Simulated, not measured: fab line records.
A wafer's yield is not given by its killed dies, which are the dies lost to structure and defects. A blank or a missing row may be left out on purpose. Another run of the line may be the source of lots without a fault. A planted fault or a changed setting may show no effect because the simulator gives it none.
Chamber matching | flow nand harc | NHARC_P_CONTACT_DEP_30 on pecvd-03 has 3 sister chambers
The step deposits SiNx, target thk 30 nm. 24 wafers are shown with their chamber, then 12 later ones without.

WAFERS PAIRED WITH THEIR CHAMBERS
wafer  | chamber | heater power w (W)
L075.1 | 2       | 655
L075.2 | 0       | 591
L075.4 | 0       | 589
L075.3 | 1       | 759
L075.5 | 2       | 651
L075.6 | 1       | 757
L078.2 | 2       | 692
L078.4 | 0       | 570
L078.5 | 2       | 697
L078.1 | 1       | 717
L078.3 | 0       | 569
L078.6 | 1       | 716
L083.1 | 2       | 690
L083.5 | 2       | 696
L083.6 | 0       | 649
L085.1 | 1       | 653
L085.3 | 0       | 638
L085.5 | 1       | 667
L086.2 | 2       | 638
L086.3 | 0       | 587
L086.6 | 0       | 572
L086.1 | 1       | 686
L086.4 | 1       | 700
L086.5 | 2       | 656

SIGNATURES (averages over the wafers above)
reading        | chamber 0 | chamber 1 | chamber 2 | scatter within a chamber
heater power w | 595.62    | 706.88    | 671.88    | 31.7
Rule: for each reading, subtract the chamber's mean from the wafer's reading, divide by that reading's scatter and square the result; add these up over the readings and take the root, which gives the wafer's distance from the chamber. The wafer belongs to the nearest chamber; if the next one is less than 2 further off, it can't be placed. The scatter: the root of (the sum of the squares of (reading less its chamber's mean) over the shown wafers, divided by (wafers less chambers)).

WAFERS WITHOUT THEIR CHAMBER
wafer  | heater power w (W)
L091.1 | 754
L091.5 | 754
L091.6 | 673
L093.2 | 623
L093.4 | 676
L093.6 | 652
L096.2 | 711
L096.3 | 714
L096.5 | 730
L096.1 | 677
L096.4 | 720
L096.6 | 680

WHICH CHAMBER EACH WENT THROUGH
wafer  | from the rows above          | in truth
L091.1 | can't be placed: 1 or 2      | 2
L091.5 | can't be placed: 1 or 2      | 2
L091.6 | can't be placed: 2 or 1      | 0
L093.2 | can't be placed: 0 or 2 or 1 | 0
L093.4 | can't be placed: 2 or 1      | 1
L093.6 | can't be placed: 2 or 1 or 0 | 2
L096.2 | can't be placed: 1 or 2      | 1
L096.3 | can't be placed: 1 or 2      | 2
L096.5 | can't be placed: 1 or 2      | 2
L096.1 | can't be placed: 2 or 1      | 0
L096.4 | can't be placed: 1 or 2      | 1
L096.6 | can't be placed: 2 or 1      | 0
Correctly placed: 0 of 12. Cannot be placed on the basis of these rows: 12; the candidates contain the true chamber in 9. Wrongly placed: 0.
